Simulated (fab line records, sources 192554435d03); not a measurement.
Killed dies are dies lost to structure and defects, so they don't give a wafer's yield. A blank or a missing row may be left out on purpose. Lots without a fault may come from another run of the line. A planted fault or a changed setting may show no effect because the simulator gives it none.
Tool commonality check | flow n5_finfet | 9 lots, 27 wafers sampled

WHY IT WAS OPENED
At N5_PMOS_HMC_CHANNEL_EPI_CD_MEAS_09 the reading cd_nm is flagged on 2 of 9 lots. Wafers without a fault read 237.6 nm, standard deviation 0.94.
Rule: a lot is flagged when every wafer of it that has a number lies more than 4 standard deviations from that mean, or none has a number. The other lots count as sound.

lot  | measured    | on        | cd_nm (nm), wafer by wafer | flag
L738 | day 2 05:55 | cd_sem-02 | 239.1 238.8 237.9          |
L741 | day 2 23:26 | cd_sem-02 | 236.7 237.7 237.2          |
L743 | day 3 11:19 | cd_sem-01 | 237.6 237.0 237.8          |
L745 | day 4 00:24 | cd_sem-02 | 237.0 237.7 237.2          |
L747 | day 4 12:25 | cd_sem-03 | 237.3 236.0 235.9          |
L749 | day 4 22:50 | cd_sem-03 | 237.5 237.7 237.2          |
L753 | day 5 23:44 | cd_sem-02 | 225.5 224.7 224.2          | FLAGGED
L754 | day 6 05:20 | cd_sem-01 | 229.6 229.8 228.4          | FLAGGED
L758 | day 7 05:10 | cd_sem-01 | 235.8 236.6 235.9          |
The numbers of the flagged lots are 227.0 nm on average: -10.6 nm against the usual, or -11 standard deviations.

WHICH TOOL RAN EACH LOT
The record holds 2 process steps before the reading, out of a route of 1938 steps. In each cell: the tool, then ch and the chambers that the sampled wafers went through, then the start.
lot  | flag    | N5_ZERO_LAYER_PECVD_02         | N5_PMOS_HMC_CHANNEL_EPI_EXPOSE_06
L738 |         | pecvd-02 ch 0,2, day 2 00:17   | arfi_scanner-01 ch 0, day 2 05:48
L741 |         | pecvd-02 ch 0,1, day 2 18:18   | arfi_scanner-03 ch 0, day 2 23:19
L743 |         | pecvd-02 ch 0,1,2, day 3 06:17 | arfi_scanner-02 ch 0, day 3 11:11
L745 |         | pecvd-04 ch 0,1,2, day 3 18:17 | arfi_scanner-02 ch 0, day 4 00:17
L747 |         | pecvd-04 ch 0,1, day 4 06:17   | arfi_scanner-02 ch 0, day 4 12:17
L749 |         | pecvd-02 ch 0,2, day 4 18:17   | arfi_scanner-03 ch 0, day 4 22:43
L753 | FLAGGED | pecvd-02 ch 1,2, day 5 18:23   | arfi_scanner-02 ch 0, day 5 23:36
L754 | FLAGGED | pecvd-04 ch 0,2, day 6 00:17   | arfi_scanner-02 ch 0, day 6 05:13
L758 |         | pecvd-01 ch 0,1,2, day 7 00:19 | arfi_scanner-01 ch 0, day 7 05:04
What these steps do:
- N5_ZERO_LAYER_PECVD_02: deposits SiO2 from SiH4/N2O, target thk 10 nm, time 6 s.
- N5_PMOS_HMC_CHANNEL_EPI_EXPOSE_06: exposes mask PMOS HMC BLK, target cd 240 nm.
- N5_PMOS_HMC_CHANNEL_EPI_CD_MEAS_09: target cd 237.4 nm.

FLAGGED OVER TOTAL, TOOL BY TOOL (the gauges that took the reading come last)
step                               | tool            | lots run | flagged | share of the flagged lots | sound lots run after its first flagged lot
N5_ZERO_LAYER_PECVD_02             | pecvd-01        | 1        | 0       | none                      | -
N5_ZERO_LAYER_PECVD_02             | pecvd-02        | 5        | 1       | some                      | 0
N5_ZERO_LAYER_PECVD_02             | pecvd-04        | 3        | 1       | some                      | 0
N5_PMOS_HMC_CHANNEL_EPI_EXPOSE_06  | arfi_scanner-01 | 2        | 0       | none                      | -
N5_PMOS_HMC_CHANNEL_EPI_EXPOSE_06  | arfi_scanner-02 | 5        | 2       | all                       | 0
N5_PMOS_HMC_CHANNEL_EPI_EXPOSE_06  | arfi_scanner-03 | 2        | 0       | none                      | -
N5_PMOS_HMC_CHANNEL_EPI_CD_MEAS_09 | cd_sem-01       | 3        | 1       | some                      | 1 (L758)
N5_PMOS_HMC_CHANNEL_EPI_CD_MEAS_09 | cd_sem-02       | 4        | 1       | some                      | 0
N5_PMOS_HMC_CHANNEL_EPI_CD_MEAS_09 | cd_sem-03       | 2        | 0       | none                      | -

WHAT THE TABLE ALLOWS
1 row of the table ran every flagged lot: arfi_scanner-02 at N5_PMOS_HMC_CHANNEL_EPI_EXPOSE_06.
- arfi_scanner-02 at N5_PMOS_HMC_CHANNEL_EPI_EXPOSE_06: 2 of its 5 lots flagged. Its last sound lot is L747 (day 4 12:17), its first flagged lot L753 (day 5 23:36): a fault that began between those two fits. Its own readings lie more than 4 standard deviations out on every wafer of the flagged lots: exposure_dose_mJ_cm2.
One tool is left: arfi_scanner-02 at N5_PMOS_HMC_CHANNEL_EPI_EXPOSE_06.

WHAT THE SIMULATOR HAD PUT IN
Process parameter drift: arfi_scanner-02, from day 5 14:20 on, at N5_PMOS_HMC_CHANNEL_EPI_EXPOSE_06. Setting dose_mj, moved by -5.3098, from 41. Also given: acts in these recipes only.
Lots struck among those shown: L753, L754. The rule above found the same.
